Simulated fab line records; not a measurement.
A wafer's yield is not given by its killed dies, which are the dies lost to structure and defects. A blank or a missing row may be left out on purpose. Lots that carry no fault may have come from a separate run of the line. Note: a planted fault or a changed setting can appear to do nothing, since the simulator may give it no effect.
Split-lot trial -- flow n5_finfet -- on a route of 1938 steps: 7 lots, 21 wafers read

== ABOUT THE SPLIT ==
At N5_DUMMY_GATE_COAT_28 (time 60 s, resist thk 10 nm), the setting spin_rpm was moved away from the recipe's 1500 rpm on 7 of the 21 wafers read, by -9.1% to +8.3%. All remaining wafers had this setting at the recipe value.

Reading taken at the split's own step.

== THE READING ==
underlayer_of_DUMMY_GATE_COAT_28.thk_nm (the simulator's own value, which no gauge read), in nm, at N5_DUMMY_GATE_COAT_28 (time 60 s, resist thk 10 nm). There is no usual value for it anywhere in the file.

wafer,"tool, chamber at the split","spin_rpm as run, rpm",against the recipe,"underlayer_of_DUMMY_GATE_COAT_28.thk_nm, nm",against lot-mates on the recipe
L081.1,"litho_track-04, 0",1426,-4.9%,10.2,+0.2
L081.2,"litho_track-04, 0",1500,recipe,10,-
L081.3,"litho_track-04, 0",1500,recipe,10,-
L083.2,"litho_track-05, 0",1500,recipe,10,-
L083.3,"litho_track-05, 0",1500,recipe,10,-
L083.4,"litho_track-05, 0",1442,-3.9%,10.2,+0.2
L087.1,"litho_track-04, 0",1625,+8.3%,9.6,-0.4
L087.2,"litho_track-04, 0",1625,+8.3%,9.6,-0.4
L087.4,"litho_track-04, 0",1500,recipe,10,-
L091.1,"litho_track-05, 0",1500,recipe,10,-
L091.2,"litho_track-05, 0",1500,recipe,10,-
L091.5,"litho_track-05, 0",1500,recipe,10,-
L093.2,"litho_track-05, 0",1500,recipe,10,-
L093.3,"litho_track-05, 0",1365,-9.0%,10.4,+0.4
L093.4,"litho_track-05, 0",1365,-9.0%,10.4,+0.4
L094.1,"litho_track-05, 0",1500,recipe,10,-
L094.4,"litho_track-05, 0",1500,recipe,10,-
L094.2,"litho_track-05, 0",1364,-9.1%,10.4,+0.4
L096.1,"litho_track-04, 0",1500,recipe,10,-
L096.2,"litho_track-04, 0",1500,recipe,10,-
L096.3,"litho_track-04, 0",1500,recipe,10,-

THE FIT
A straight line over all 21 wafers: underlayer_of_DUMMY_GATE_COAT_28.thk_nm changes by -0.0458 nm for each +1% of spin_rpm; r = -1.00; the points scatter about the line by 0.011 nm.
The same after taking each lot's own level away (the mean of its wafers on the recipe; 21 wafers): -0.0458 nm for each +1%; r = -1.00; scatter 0.011 nm.
Per that fit: largest spin_rpm move, reading shift of 0.41 nm.
The lots' own levels span 10.00 to 10.00 nm.
Hence the lot-to-lot level has little effect on the slope; both slopes agree.
Check: for one of the wafers moved furthest among these (-9.1%), held out of the fit, the line's prediction against its lot-mates is +0.414 nm. Against them it came out at +0.4 nm.

== OTHER SPLITS ON THESE WAFERS ==
These wafers also went through other splits before the reading. Each is held against what the fit with the lots' levels taken away leaves over:
other split on the same wafers,wafers away from the commonest value,r with underlayer_of_DUMMY_GATE_COAT_28.thk_nm (lot level and that fit taken away)
N5_WELL_APT_COAT_02 spin_rpm,3,+0.16
N5_WELL_APT_EXPOSE_05 dose_mj,6,+0.07
N5_FIN_SAQP_ETCH_65 time_s,4,+0.08
N5_FIN_SAQP_COAT_68 spin_rpm,4,-0.16

== FILE'S OWN FIT ==
underlayer_of_DUMMY_GATE_COAT_28.thk_nm changes by -0.0453 nm for each +1% of spin_rpm, r = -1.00.
